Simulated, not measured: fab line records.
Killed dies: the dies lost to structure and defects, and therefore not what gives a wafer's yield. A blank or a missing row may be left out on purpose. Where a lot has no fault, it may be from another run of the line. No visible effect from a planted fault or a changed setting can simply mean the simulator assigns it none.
The tool behind it: which one? :: flow n5 finfet :: Sampling: 8 lots, 24 wafers, 6 of 1938 route steps

== WHAT THE GAUGES SHOWED, per wafer ==
N5_BEOL_M2_INSPECT_30: inspects for defects (brightfield). Usual: raw defect count at 380, with a standard deviation of 88.
lot: L405
measured: day 6 20:34
on: defect inspect-02
raw defect count: 282 309 216
flag: 

lot: L406
measured: day 6 22:36
on: defect inspect-02
raw defect count: 552 405 319
flag: 

lot: L408
measured: day 7 17:10
on: defect inspect-01
raw defect count: 328 397 289
flag: 

lot: L415
measured: day 9 16:01
on: defect inspect-02
raw defect count: 1606 1554 1602
flag: OFF

lot: L416
measured: day 9 16:25
on: defect inspect-02
raw defect count: 1577 1639 1757
flag: OFF

lot: L420
measured: day 10 16:31
on: defect inspect-01
raw defect count: 282 305 429
flag: 

lot: L425
measured: day 12 06:56
on: defect inspect-01
raw defect count: 457 305 437
flag: 

lot: L427
measured: day 12 16:05
on: defect inspect-01
raw defect count: 320 384 332
flag: 

N5_BEOL_M4_RC_MEAS_101. Usual: DIBL_N 36.4 mV/V, standard deviation 2; DIBL_P 36.1 mV/V, standard deviation 2.5; IOFF_N 0.16 nA/um, standard deviation 0.037; IOFF_P 0.20 nA/um, standard deviation 0.038; ION_N 670 uA/um, standard deviation 13; ION_P 459 uA/um, standard deviation 8.3; SS_N 71.6 mV/dec, standard deviation 0.69; SS_P 73.3 mV/dec, standard deviation 0.72; VT_N 250 mV, standard deviation 3.4; VT_P -251 mV, standard deviation 3.1.
lot: L405
measured: day 8 09:23
on: prober-02
DIBL_N (mV/V): 39.1 42.8 39.8
DIBL_P (mV/V): 41.0 44.9 39.7
IOFF_N (nA/um): 0.19 0.27 0.20
IOFF_P (nA/um): 0.25 0.32 0.21
ION_N (uA/um): 673 691 665
ION_P (uA/um): 457 466 449
SS_N (mV/dec): 72.4 72.8 72.5
SS_P (mV/dec): 73.9 75.0 73.8
VT_N (mV): 251 246 248
VT_P (mV): -250 -248 -252
flag: 

lot: L406
measured: day 8 06:40
on: prober-01
DIBL_N (mV/V): 35.9 36.8 33.4
DIBL_P (mV/V): 36.2 37.7 33.5
IOFF_N (nA/um): 0.15 0.17 0.12
IOFF_P (nA/um): 0.18 0.21 0.15
ION_N (uA/um): 662 678 659
ION_P (uA/um): 449 462 454
SS_N (mV/dec): 71.2 71.3 70.8
SS_P (mV/dec): 73.6 73.8 73.1
VT_N (mV): 251 250 251
VT_P (mV): -252 -249 -253
flag: 

lot: L408
measured: day 8 22:14
on: prober-01
DIBL_N (mV/V): 34.4 32.4 35.2
DIBL_P (mV/V): 35.5 31.9 36.7
IOFF_N (nA/um): 0.13 0.10 0.15
IOFF_P (nA/um): 0.21 0.16 0.22
ION_N (uA/um): 640 650 673
ION_P (uA/um): 448 450 462
SS_N (mV/dec): 71.0 69.9 70.7
SS_P (mV/dec): 73.1 72.2 72.9
VT_N (mV): 254 256 248
VT_P (mV): -250 -253 -248
flag: 

lot: L415
measured: day 10 15:40
on: prober-01
DIBL_N (mV/V): 33.7 37.2 32.1
DIBL_P (mV/V): 33.7 38.4 33.1
IOFF_N (nA/um): 0.13 0.19 0.12
IOFF_P (nA/um): 0.16 0.22 0.15
ION_N (uA/um): 653 676 669
ION_P (uA/um): 448 457 455
SS_N (mV/dec): 72.3 72.1 70.9
SS_P (mV/dec): 72.8 73.9 72.4
VT_N (mV): 253 248 254
VT_P (mV): -254 -250 -255
flag: 

lot: L416
measured: day 10 20:03
on: prober-01
DIBL_N (mV/V): 37.7 36.1 38.8
DIBL_P (mV/V): 36.5 35.0 37.2
IOFF_N (nA/um): 0.17 0.15 0.21
IOFF_P (nA/um): 0.21 0.20 0.25
ION_N (uA/um): 657 664 681
ION_P (uA/um): 454 457 464
SS_N (mV/dec): 72.8 71.1 72.5
SS_P (mV/dec): 74.1 73.9 74.4
VT_N (mV): 248 248 245
VT_P (mV): -252 -251 -251
flag: 

lot: L420
measured: day 12 15:23
on: prober-01
DIBL_N (mV/V): 38.5 34.5 37.0
DIBL_P (mV/V): 37.5 32.4 36.0
IOFF_N (nA/um): 0.20 0.12 0.15
IOFF_P (nA/um): 0.24 0.15 0.21
ION_N (uA/um): 675 657 662
ION_P (uA/um): 458 453 451
SS_N (mV/dec): 72.3 70.6 71.0
SS_P (mV/dec): 73.6 73.1 73.9
VT_N (mV): 247 256 250
VT_P (mV): -248 -257 -251
flag: 

lot: L425
measured: day 13 12:19
on: prober-02
DIBL_N (mV/V): 35.4 37.1 35.8
DIBL_P (mV/V): 36.3 36.9 36.5
IOFF_N (nA/um): 0.14 0.15 0.14
IOFF_P (nA/um): 0.18 0.18 0.18
ION_N (uA/um): 678 657 663
ION_P (uA/um): 464 441 458
SS_N (mV/dec): 70.8 71.9 71.3
SS_P (mV/dec): 73.9 73.3 73.5
VT_N (mV): 252 253 250
VT_P (mV): -254 -256 -256
flag: 

lot: L427
measured: day 14 01:40
on: prober-01
DIBL_N (mV/V): 36.2 37.2 38.3
DIBL_P (mV/V): 36.3 37.4 38.5
IOFF_N (nA/um): 0.15 0.18 0.20
IOFF_P (nA/um): 0.22 0.22 0.26
ION_N (uA/um): 688 674 703
ION_P (uA/um): 473 459 484
SS_N (mV/dec): 71.5 72.4 71.7
SS_P (mV/dec): 73.5 74.0 73.7
VT_N (mV): 248 249 243
VT_P (mV): -250 -252 -248
flag: 

== WHICH TOOL RAN EACH LOT (tool, then ch and the chambers of the sampled wafers, then the start) ==
lot: L405
N5_BEOL_M2_ETCH_64: rie diel-02 ch 0,3, day 6 19:40
N5_BEOL_M2_STRIP_66: rie diel-02 ch 0,3, day 6 19:48
N5_BEOL_M2_ETCH_77: rie diel-02 ch 0,2,3, day 6 20:41
N5_BEOL_M2_ETCH_69: rie diel-02 ch 0,2,3, day 6 20:42

lot: L406
N5_BEOL_M2_ETCH_64: rie diel-02 ch 0,3, day 6 21:49
N5_BEOL_M2_STRIP_66: rie diel-02 ch 0,3, day 6 21:57
N5_BEOL_M2_ETCH_77: rie diel-04 ch 0,1,3, day 6 22:40
N5_BEOL_M2_ETCH_69: rie diel-04 ch 0,1,3, day 6 22:41

lot: L408
N5_BEOL_M2_ETCH_64: rie diel-04 ch 0,2, day 7 16:17
N5_BEOL_M2_STRIP_66: rie diel-04 ch 0,2, day 7 16:25
N5_BEOL_M2_ETCH_77: rie diel-05 ch 1,2,3, day 7 17:14
N5_BEOL_M2_ETCH_69: rie diel-05 ch 1,2,3, day 7 17:15

lot: L415
N5_BEOL_M2_ETCH_64: rie diel-02 ch 0,1,3, day 9 15:10
N5_BEOL_M2_STRIP_66: rie diel-02 ch 0,1,3, day 9 15:15
N5_BEOL_M2_ETCH_77: rie diel-02 ch 0,1,3, day 9 16:05
N5_BEOL_M2_ETCH_69: rie diel-02 ch 0,1,3, day 9 16:07

lot: L416
N5_BEOL_M2_ETCH_64: rie diel-02 ch 0,1, day 9 15:31
N5_BEOL_M2_STRIP_66: rie diel-02 ch 0,1, day 9 15:39
N5_BEOL_M2_ETCH_77: rie diel-02 ch 1,3, day 9 16:29
N5_BEOL_M2_ETCH_69: rie diel-02 ch 1,3, day 9 16:29

lot: L420
N5_BEOL_M2_ETCH_64: rie diel-04 ch 0,2,3, day 10 15:37
N5_BEOL_M2_STRIP_66: rie diel-04 ch 0,2,3, day 10 15:45
N5_BEOL_M2_ETCH_77: rie diel-02 ch 0,2, day 10 17:05
N5_BEOL_M2_ETCH_69: rie diel-02 ch 0,2, day 10 17:06

lot: L425
N5_BEOL_M2_ETCH_64: rie diel-05 ch 0,2,3, day 12 06:02
N5_BEOL_M2_STRIP_66: rie diel-05 ch 0,2,3, day 12 06:10
N5_BEOL_M2_ETCH_77: rie diel-02 ch 1,2, day 12 07:00
N5_BEOL_M2_ETCH_69: rie diel-02 ch 1,2, day 12 07:01

lot: L427
N5_BEOL_M2_ETCH_64: rie diel-05 ch 0,3, day 12 15:11
N5_BEOL_M2_STRIP_66: rie diel-05 ch 0,3, day 12 15:20
N5_BEOL_M2_ETCH_77: rie diel-02 ch 1,2,3, day 12 16:09
N5_BEOL_M2_ETCH_69: rie diel-02 ch 1,2,3, day 12 16:10
- N5_BEOL_M2_ETCH_64: etches SOC in N2/H2, target depth 75 nm, overetch 22.5 nm, time 121.9 s.
- N5_BEOL_M2_STRIP_66: strips in CF4.
- N5_BEOL_M2_ETCH_77: etches underlayer in N2/H2, target depth 6.5 nm, time 5.2 s.
- N5_BEOL_M2_ETCH_69: etches SiARC in CF4, target depth 15.6 nm, time 26 s.

== WHAT THE TOOLS THEMSELVES READ (means of the sampled wafers that have a number; where no wafer has one, the mark that the record gives instead) ==
N5_BEOL_M2_ETCH_64. Usual: drypump motor current A 5.8 A, standard deviation 0.43; oes product au 0.59 a.u., standard deviation 0.075; rf vpp V 523.1 V, standard deviation 2.9; showerhead plenum p Torr 2.53 Torr, standard deviation 0.11; throttle valve pct 17.80 %, standard deviation 0.27.
lot: L405
tool: rie diel-02
drypump motor current A (A): 6.3
oes product au (a.u.): 0.53
rf vpp V (V): 521.6
showerhead plenum p Torr (Torr): 2.46
throttle valve pct (%): 17.73
flag: 

lot: L406
tool: rie diel-02
drypump motor current A (A): 6.4
oes product au (a.u.): 0.53
rf vpp V (V): 522.5
showerhead plenum p Torr (Torr): 2.50
throttle valve pct (%): 17.76
flag: 

lot: L408
tool: rie diel-04
drypump motor current A (A): 5.5
oes product au (a.u.): 0.62
rf vpp V (V): 525.9
showerhead plenum p Torr (Torr): 2.66
throttle valve pct (%): 18.03
flag: 

lot: L415
tool: rie diel-02
drypump motor current A (A): 6.2
oes product au (a.u.): 0.58
rf vpp V (V): 522.5
showerhead plenum p Torr (Torr): 2.52
throttle valve pct (%): 17.74
flag: 

lot: L416
tool: rie diel-02
drypump motor current A (A): 6.0
oes product au (a.u.): 0.64
rf vpp V (V): 523.8
showerhead plenum p Torr (Torr): 2.55
throttle valve pct (%): 17.68
flag: 

lot: L420
tool: rie diel-04
drypump motor current A (A): 5.6
oes product au (a.u.): 0.60
rf vpp V (V): 524.5
showerhead plenum p Torr (Torr): 2.57
throttle valve pct (%): 17.87
flag: 

lot: L425
tool: rie diel-05
drypump motor current A (A): 5.4
oes product au (a.u.): 0.62
rf vpp V (V): 521.4
showerhead plenum p Torr (Torr): 2.47
throttle valve pct (%): 17.74
flag: 

lot: L427
tool: rie diel-05
drypump motor current A (A): 5.4
oes product au (a.u.): 0.65
rf vpp V (V): 523.3
showerhead plenum p Torr (Torr): 2.52
throttle valve pct (%): 17.84
flag: 

N5_BEOL_M2_STRIP_66. Usual: drypump motor current A 5.8 A, standard deviation 0.42; oes product au 0.77 a.u., standard deviation 0.098; rf vpp V 270.9 V, standard deviation 1.7; showerhead plenum p Torr 1.78 Torr, standard deviation 0.072; throttle valve pct 13.50 %, standard deviation 0.28.
lot: L405
tool: rie diel-02
drypump motor current A (A): 6.3
oes product au (a.u.): 0.70
rf vpp V (V): 269.7
showerhead plenum p Torr (Torr): 1.72
throttle valve pct (%): 13.41
flag: 

lot: L406
tool: rie diel-02
drypump motor current A (A): 6.4
oes product au (a.u.): 0.70
rf vpp V (V): 269.9
showerhead plenum p Torr (Torr): 1.74
throttle valve pct (%): 13.34
flag: 

lot: L408
tool: rie diel-04
drypump motor current A (A): 5.5
oes product au (a.u.): 0.80
rf vpp V (V): 272.9
showerhead plenum p Torr (Torr): 1.87
throttle valve pct (%): 13.68
flag: 

lot: L415
tool: rie diel-02
drypump motor current A (A): 6.2
oes product au (a.u.): 0.76
rf vpp V (V): 270.9
showerhead plenum p Torr (Torr): 1.76
throttle valve pct (%): 13.31
flag: 

lot: L416
tool: rie diel-02
drypump motor current A (A): 6.0
oes product au (a.u.): 0.82
rf vpp V (V): 271.3
showerhead plenum p Torr (Torr): 1.78
throttle valve pct (%): 13.22
flag: 

lot: L420
tool: rie diel-04
drypump motor current A (A): 5.6
oes product au (a.u.): 0.79
rf vpp V (V): 270.7
showerhead plenum p Torr (Torr): 1.81
throttle valve pct (%): 13.59
flag: 

lot: L425
tool: rie diel-05
drypump motor current A (A): 5.4
oes product au (a.u.): 0.80
rf vpp V (V): 270.3
showerhead plenum p Torr (Torr): 1.75
throttle valve pct (%): 13.48
flag: 

lot: L427
tool: rie diel-05
drypump motor current A (A): 5.4
oes product au (a.u.): 0.85
rf vpp V (V): 271.1
showerhead plenum p Torr (Torr): 1.78
throttle valve pct (%): 13.49
flag: 

N5_BEOL_M2_ETCH_77. Usual: drypump motor current A 5.9 A, standard deviation 0.41; etch rf on time s 5.35 s, standard deviation 0.18; oes product au 0.67 a.u., standard deviation 0.096; rf vpp V 523.1 V, standard deviation 2.7; showerhead plenum p Torr 2.53 Torr, standard deviation 0.094; throttle valve pct 17.80 %, standard deviation 0.21.
lot: L405
tool: rie diel-02
drypump motor current A (A): 6.1
etch rf on time s (s): 5.36
oes product au (a.u.): 0.59
rf vpp V (V): 523.1
showerhead plenum p Torr (Torr): 2.50
throttle valve pct (%): 17.90
flag: 

lot: L406
tool: rie diel-04
drypump motor current A (A): 5.7
etch rf on time s (s): 5.17
oes product au (a.u.): 0.73
rf vpp V (V): 526.6
showerhead plenum p Torr (Torr): 2.61
throttle valve pct (%): 17.62
flag: 

lot: L408
tool: rie diel-05
drypump motor current A (A): 5.7
etch rf on time s (s): 5.28
oes product au (a.u.): 0.68
rf vpp V (V): 522.3
showerhead plenum p Torr (Torr): 2.49
throttle valve pct (%): 17.88
flag: 

lot: L415
tool: rie diel-02
drypump motor current A (A): 6.3
etch rf on time s (s): 5.43
oes product au (a.u.): 0.64
rf vpp V (V): 523.4
showerhead plenum p Torr (Torr): 2.52
throttle valve pct (%): 17.78
flag: 

lot: L416
tool: rie diel-02
drypump motor current A (A): 6.3
etch rf on time s (s): 5.53
oes product au (a.u.): 0.63
rf vpp V (V): 523.6
showerhead plenum p Torr (Torr): 2.55
throttle valve pct (%): 17.78
flag: 

lot: L420
tool: rie diel-02
drypump motor current A (A): 5.9
etch rf on time s (s): 5.24
oes product au (a.u.): 0.65
rf vpp V (V): 521.3
showerhead plenum p Torr (Torr): 2.45
throttle valve pct (%): 17.79
flag: 

lot: L425
tool: rie diel-02
drypump motor current A (A): 5.8
etch rf on time s (s): 5.47
oes product au (a.u.): 0.74
rf vpp V (V): 524.4
showerhead plenum p Torr (Torr): 2.57
throttle valve pct (%): 17.72
flag: 

lot: L427
tool: rie diel-02
drypump motor current A (A): 6.0
etch rf on time s (s): 5.57
oes product au (a.u.): 0.67
rf vpp V (V): 523.0
showerhead plenum p Torr (Torr): 2.54
throttle valve pct (%): 17.79
flag: 

N5_BEOL_M2_ETCH_69. Usual: drypump motor current A 5.9 A, standard deviation 0.41; etch rf on time s 26.5 s, standard deviation 0.95; oes product au 0.67 a.u., standard deviation 0.097; rf vpp V 183.8 V, standard deviation 1.3; showerhead plenum p Torr 2.13 Torr, standard deviation 0.072; throttle valve pct 15.45 %, standard deviation 0.23.
lot: L405
tool: rie diel-02
drypump motor current A (A): 6.1
etch rf on time s (s): 26.6
oes product au (a.u.): 0.60
rf vpp V (V): 184.2
showerhead plenum p Torr (Torr): 2.10
throttle valve pct (%): 15.55
flag: 

lot: L406
tool: rie diel-04
drypump motor current A (A): 5.7
etch rf on time s (s): 26.1
oes product au (a.u.): 0.74
rf vpp V (V): 185.0
showerhead plenum p Torr (Torr): 2.20
throttle valve pct (%): 15.39
flag: 

lot: L408
tool: rie diel-05
drypump motor current A (A): 5.7
etch rf on time s (s): 26.3
oes product au (a.u.): 0.69
rf vpp V (V): 183.6
showerhead plenum p Torr (Torr): 2.11
throttle valve pct (%): 15.65
flag: 

lot: L415
tool: rie diel-02
drypump motor current A (A): 6.2
etch rf on time s (s): 26.9
oes product au (a.u.): 0.64
rf vpp V (V): 183.7
showerhead plenum p Torr (Torr): 2.11
throttle valve pct (%): 15.34
flag: 

lot: L416
tool: rie diel-02
drypump motor current A (A): 6.3
etch rf on time s (s): 27.3
oes product au (a.u.): 0.64
rf vpp V (V): 183.6
showerhead plenum p Torr (Torr): 2.13
throttle valve pct (%): 15.30
flag: 

lot: L420
tool: rie diel-02
drypump motor current A (A): 5.9
etch rf on time s (s): 26.0
oes product au (a.u.): 0.66
rf vpp V (V): 182.1
showerhead plenum p Torr (Torr): 2.06
throttle valve pct (%): 15.50
flag: 

lot: L425
tool: rie diel-02
drypump motor current A (A): 5.8
etch rf on time s (s): 27.5
oes product au (a.u.): 0.74
rf vpp V (V): 184.1
showerhead plenum p Torr (Torr): 2.14
throttle valve pct (%): 15.25
flag: 

lot: L427
tool: rie diel-02
drypump motor current A (A): 6.0
etch rf on time s (s): 27.0
oes product au (a.u.): 0.68
rf vpp V (V): 184.3
showerhead plenum p Torr (Torr): 2.12
throttle valve pct (%): 15.34
flag: 

== THE ANSWER, worked out from the rows above alone ==
Rule: a lot is off if the mean of its wafers that have a number lies more than 3 standard deviations from the usual mean. A lot without any number at a reading at which 4 lots or more have one is off too. The other lots that the step has rows for count as sound. First the gauges in route order, then the tools' own readings, where a lot's mean is used as printed above. At the first step where some lot is off, the reading lying furthest off is the one used; lots without a number count as furthest.
Off: L415, L416, at N5_BEOL_M2_INSPECT_30 (raw defect count).
If a tool, at a process step before that reading, ran all the lots that are off and no sound lot after the first of them, it fits. Gauges at N5_BEOL_M2_INSPECT_30: tried the same way as those tools. Can't be told from this: 2 tools fit, rie diel-02 at N5_BEOL_M2_ETCH_64 and N5_BEOL_M2_STRIP_66, defect inspect-02 at N5_BEOL_M2_INSPECT_30.

== WHAT THE SIMULATOR HAD PUT IN ==
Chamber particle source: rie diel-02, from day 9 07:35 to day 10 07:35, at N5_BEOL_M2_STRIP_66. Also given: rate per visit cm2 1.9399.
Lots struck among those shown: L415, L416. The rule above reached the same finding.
